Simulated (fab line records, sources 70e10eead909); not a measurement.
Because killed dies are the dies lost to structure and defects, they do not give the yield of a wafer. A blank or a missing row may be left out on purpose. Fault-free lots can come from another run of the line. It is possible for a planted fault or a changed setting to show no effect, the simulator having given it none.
Struck lot and sound lot, side by side -- flow nand_harc -- 14 out of 1302 route steps
Sound: these wafers, L542.1, L542.2, L542.3. Struck: wafer L553.5. (L553.1, L553.4 of the same lot were not struck and are left out.) The cause comes at the end.
For every step that has rows: the tool of each side, followed by ch and its chambers, followed by its first start. Under that, the readings that differ: sound wafers -- struck wafers -- difference of the means -- sigmas: that difference in standard deviations of wafers without a fault.
alike: words and numbers the same on both sides, and readings whose means are apart by under 2 such deviations; not compared: readings that were withheld, readings missing a value for some wafer, numbers with overlapping values and no deviation given by the record, and bounds like >300 which may hide the same value.
Wherever a step has rows on one side only, a row that says differs or no value, or a row with sigmas, the two part there. Numbers that don't overlap but have no deviation are shown without sigmas and don't part them. A reading missing from all wafers of one side parts the sides only when that side holds two or more wafers.

NHARC_A_CONTACT_ETCH_139: etches the open film in C4F8/O2/Ar, time 195 s, target depth 840 nm.
  sound on har_cap_etch-03 ch 0,1, day 24 03:18; struck on har_cap_etch-02 ch 1, day 27 18:20
  not compared: rf_hours_counter_h
then, 1 step without rows for these wafers: NHARC_A_CONTACT_ETCH_92 (etches the open film in CH3F/O2, target depth 40 nm, time 85.7 s).
NHARC_A_CONTACT_ETCH_98: etches the open film in C4F6/O2, target depth 20 nm, time 10 s.
  sound on rie_diel-05 ch 0,1,3; struck on rie_diel-10 ch 0
  alike: drypump_motor_current_A, o2_flow_sccm, oes_product_au, rf_vpp_V, showerhead_plenum_p_Torr, throttle_valve_pct
  not compared: rf_hours_counter_h
NHARC_A_CONTACT_CD_MEAS_15:
  sound: cd_sem-02 at day 24 04:05; struck: cd_sem-03 at day 27 19:11
  alike: cd_nm
then, 3 steps without rows for these wafers: NHARC_A_CONTACT_STRIP_107 (strips in N2/H2); NHARC_A_CONTACT_STRIP_108 (strips in CF4/CHF3); NHARC_A_CONTACT_STRIP_109 (strips in O2/COS).
NHARC_A_CONTACT_ETCH_110: etches the open film in CF4/O2, target depth 60 nm, overetch 6 nm, time 33 s.
  sound on rie_diel-10 ch 0,1,2, day 24 04:23; struck on rie_diel-05 ch 0, day 27 19:29
  alike: drypump_motor_current_A, o2_flow_sccm, oes_f_703_au, oes_product_au, rf_vpp_V, showerhead_plenum_p_Torr, throttle_valve_pct
  not compared: rf_hours_counter_h
NHARC_A_CONTACT_STRIP_26: strips in O2.
  sound on rie_diel-10 ch 1,2,3; struck on rie_diel-05 ch 0
  alike: drypump_motor_current_A, o2_flow_sccm, oes_product_au, rf_vpp_V, showerhead_plenum_p_Torr, throttle_valve_pct
  not compared: rf_hours_counter_h
then, 1 step without rows for these wafers: NHARC_A_CONTACT_STRIP_27 (strips in post etch residue remover, time 600 s).
NHARC_A_CONTACT_ALD_18: deposits TiN, target thk 3 nm, pulse time 1 s, ald cycles 150.
  sound on ald_metal-01 ch 0,2, day 24 05:01; struck on ald_metal-03 ch 2, day 27 20:10
  alike: heater_power_w, precursor_pulse_height_rel, susceptor_temp_C
then, 1 step without rows for these wafers: NHARC_A_CONTACT_CVD_19 (deposits W, target thk 300 nm, time 802 s).
NHARC_A_CONTACT_CMP_20: polishes, t overpolish 30 s, target thk 300 nm.
  sound on cmp-03 ch 1,2,3, day 24 06:16; struck on cmp-03 ch 0, day 27 21:14
reading,sound,struck,difference,sigmas
time_to_endpoint_s (s),55 61 63,31,-29,-8
  alike: motor_current_A, overpolish_run_s
-- record jumps: 2 days between struck wafers' starts before vs after; left off in module A_CONTACT, resumes in module END, first step shown is number 1302 of the route --
NHARC_END_SORT_01:
  sound on prober-01 ch 0, day 26 05:23; struck on prober-01 ch 0, day 30 08:38
reading,sound,struck,difference,sigmas
killed_at_array,17 24 23,67,+46,+2
killed_dies,23 30 27,69,+42,+2
  alike: killed_at_other, killed_at_periphery, killed_open, killed_short

WHERE THEY PART
Last at NHARC_END_SORT_01 as far as this record goes, first at NHARC_A_CONTACT_CMP_20.

WHY: the cause the simulator had injected
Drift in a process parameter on cmp-03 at NHARC_A_CONTACT_CMP_20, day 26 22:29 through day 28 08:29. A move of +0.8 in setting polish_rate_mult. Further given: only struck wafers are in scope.
